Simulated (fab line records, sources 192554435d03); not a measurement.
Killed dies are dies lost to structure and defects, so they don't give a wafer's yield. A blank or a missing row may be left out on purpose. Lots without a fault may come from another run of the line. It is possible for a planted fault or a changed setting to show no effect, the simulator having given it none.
Split-lot trial ; flow n5Finfet ; 21 wafers read from 7 lots, route of 1938 steps

ABOUT THE SPLIT
At N5_BEOL_M8_EXPOSE_25 (exposes mask V7, target cd 40 nm), the setting doseMj was moved away from the recipe's 42.5 on 5 of the 21 wafers read, by -5.8% to +2.0%. All remaining wafers had this setting at the recipe value.

FROM THE SPLIT TO THE READING: what the file shows between them, 2 steps
- N5_BEOL_M8_PEB_26: peb time 60 s
- N5_BEOL_M8_DEVELOP_27: develop time 30 s

THE READING
cdNm, in nm, at N5_BEOL_M8_CD_MEAS_28 (target cd 40 nm). Fault-free wafers of this fab line usually give 40.01 nm, standard deviation 0.21 nm.

wafer;tool, chamber at the split;doseMj as run;against the recipe;cdNm, nm;against lot-mates on the recipe
L074.2;euvScanner-01, 0;43.37;+2.0%;40.41;+0.43
L074.4;euvScanner-01, 0;42.5;recipe;39.98;-
L074.5;euvScanner-01, 0;43.37;+2.0%;40.32;+0.34
L076.1;euvScanner-02, 0;42.5;recipe;40.12;-
L076.2;euvScanner-02, 0;42.5;recipe;39.82;-
L076.6;euvScanner-02, 0;42.5;recipe;39.63;-
L077.2;euvScanner-01, 0;42.5;recipe;40.06;-
L077.4;euvScanner-01, 0;42.5;recipe;39.79;-
L077.6;euvScanner-01, 0;40.66;-4.3%;39.08;-0.84
L082.2;euvScanner-02, 0;42.5;recipe;39.73;-
L082.3;euvScanner-02, 0;40.02;-5.8%;38.74;-1.14
L082.4;euvScanner-02, 0;42.5;recipe;40.03;-
L083.1;euvScanner-02, 0;42.5;recipe;40.07;-
L083.3;euvScanner-02, 0;40.68;-4.3%;39.19;-0.95
L083.4;euvScanner-02, 0;42.5;recipe;40.20;-
L090.1;euvScanner-01, 0;42.5;recipe;40.08;-
L090.2;euvScanner-01, 0;42.5;recipe;40.03;-
L090.6;euvScanner-01, 0;42.5;recipe;39.86;-
L095.1;euvScanner-02, 0;42.5;recipe;39.82;-
L095.4;euvScanner-02, 0;42.5;recipe;39.89;-
L095.6;euvScanner-02, 0;42.5;recipe;39.77;-

FIT RESULTS
A straight line over all 21 wafers: cdNm changes by +0.197 nm for each +1% of doseMj; r = +0.93; the points scatter about the line by 0.15 nm.
The same after taking each lot's own level away (the mean of its wafers on the recipe; 21 wafers): +0.2 nm for each +1%; r = +0.96; scatter 0.12 nm.
According to that fit, moving doseMj by its largest amount changes the reading by 1.2 nm.
Measured against the standard deviation above, the lots' own levels, which go from 39.827 to 40.135 nm, span 1.5 times it.
So the lot-to-lot level changes the slope little: the two slopes agree.
Check: -1.19 nm against its lot-mates is what the line predicts for one of the wafers moved furthest among these (-5.8%) when that wafer is left out of the fit. It came out at -1.14 nm against them.

THESE WAFERS: OTHER SPLITS
Note: prior to the reading, these wafers also went through further splits. Each is held against what the fit with the lots' levels taken away leaves over:
other split on the same wafers;wafers away from the commonest value;r with cdNm (lot level and that fit taken away)
N5_BEOL_M6_ETCH_61 biasW;6;+0.05
N5_BEOL_M7_ETCH_66 timeS;9;-0.17
N5_BEOL_M7_VIA_ETCH_34 sourceW;6;-0.13
N5_BEOL_M8_COAT_22 spinRpm;4;+0.00

THE WHOLE CHAIN: every reading that the file lists as answering this split, in the file's order
step;what it does;reading;change (the file's fit);r (the file's)
N5_BEOL_M8_CD_MEAS_28;target cd 40 nm;cdNm;+0.201 nm for each +1% of the setting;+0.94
N5_BEOL_M8_DESCUM_33;chemistry O2, time 7 s;BEOL_M8.cdNm (the simulator's own value, which no gauge read);+0.242 nm for each +1% of the setting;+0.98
N5_BEOL_M8_ETCH_65;etches SiARC in CF4, target depth 15.6 nm, time 26 s;BEOL_M8.cdNm (the simulator's own value, which no gauge read);+0.231 nm for each +1% of the setting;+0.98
N5_BEOL_M8_ETCH_66;etches SOC in N2/H2, target depth 80 nm, overetch 16 nm, time 120 s;BEOL_M8.cdNm (the simulator's own value, which no gauge read);+0.223 nm for each +1% of the setting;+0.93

THE FILE'S OWN FIT
cdNm changes by +0.201 nm for each +1% of doseMj, r = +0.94.
